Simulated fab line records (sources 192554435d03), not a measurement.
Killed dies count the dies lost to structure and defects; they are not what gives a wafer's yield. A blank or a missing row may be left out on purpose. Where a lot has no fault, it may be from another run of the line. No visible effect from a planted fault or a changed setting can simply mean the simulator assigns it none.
Chamber matching -- flow n5 finfet -- rie diel-05 running N5_BEOL_M9_STRIP_36: 4 sister chambers
The step strips in N2/H2. 18 wafers are shown with their chamber, then 9 later ones without.

## WAFERS WITH THEIR CHAMBER
wafer,chamber,drypump motor current A (A),showerhead plenum p Torr (Torr),throttle valve pct (%)
L076.2,2,5.1,2.40,23.36
L076.3,1,6.0,2.52,23.46
L076.6,0,6.1,2.61,23.85
L075.1,0,6.1,2.61,23.86
L075.4,0,6.1,2.61,23.86
L075.6,2,5.0,2.40,23.36
L080.1,1,6.0,2.52,23.47
L080.3,3,5.8,2.59,23.39
L080.4,2,5.0,2.40,23.37
L087.1,2,5.0,2.39,23.39
L087.4,3,5.8,2.58,23.44
L087.5,1,6.1,2.51,23.49
L086.1,2,5.0,2.39,23.38
L086.4,2,5.0,2.39,23.38
L086.5,1,6.0,2.51,23.52
L090.1,1,6.0,2.51,23.52
L090.3,0,6.1,2.60,23.62
L090.6,3,5.8,2.58,23.44

SIGNATURES (averages over the wafers above)
reading,chamber 0,chamber 1,chamber 2,chamber 3,scatter within a chamber
drypump motor current A,6.100,6.020,5.017,5.800,0.0342
showerhead plenum p Torr,2.6075,2.5140,2.3950,2.5833,0.00542
throttle valve pct,23.7975,23.4920,23.3733,23.4233,0.0583
Rule: a wafer lies at a distance from a chamber equal to the root of the sum of squares, over the readings, of (its reading less the chamber's mean, divided by the reading's scatter). If the next closest chamber is less than 2 further off than the closest, the wafer can't be placed; otherwise it belongs to the closest. How the scatter is found: for the shown wafers, subtract from each reading the mean of its chamber, square and add these, divide the total by (wafers less chambers), then take the root.

## WAFERS WITHOUT THEIR CHAMBER
wafer,drypump motor current A (A),showerhead plenum p Torr (Torr),throttle valve pct (%)
L088.3,5.0,2.39,23.41
L088.5,6.0,2.51,23.52
L088.6,6.1,2.60,23.68
L092.2,6.0,2.51,23.52
L092.3,5.8,2.58,23.46
L092.6,6.1,2.60,23.64
L097.1,6.1,2.50,23.53
L097.3,5.8,2.57,23.47
L097.4,5.0,2.38,23.41

## CHAMBER TAKEN BY EACH
wafer,from the rows above,in truth
L088.3,2,2
L088.5,1,1
L088.6,0,0
L092.2,1,1
L092.3,3,3
L092.6,0,0
L097.1,1,1
L097.3,3,3
L097.4,2,2
Correct placement for 9 of the 9. Can't be placed from these rows: 0. 0 placed wrongly.
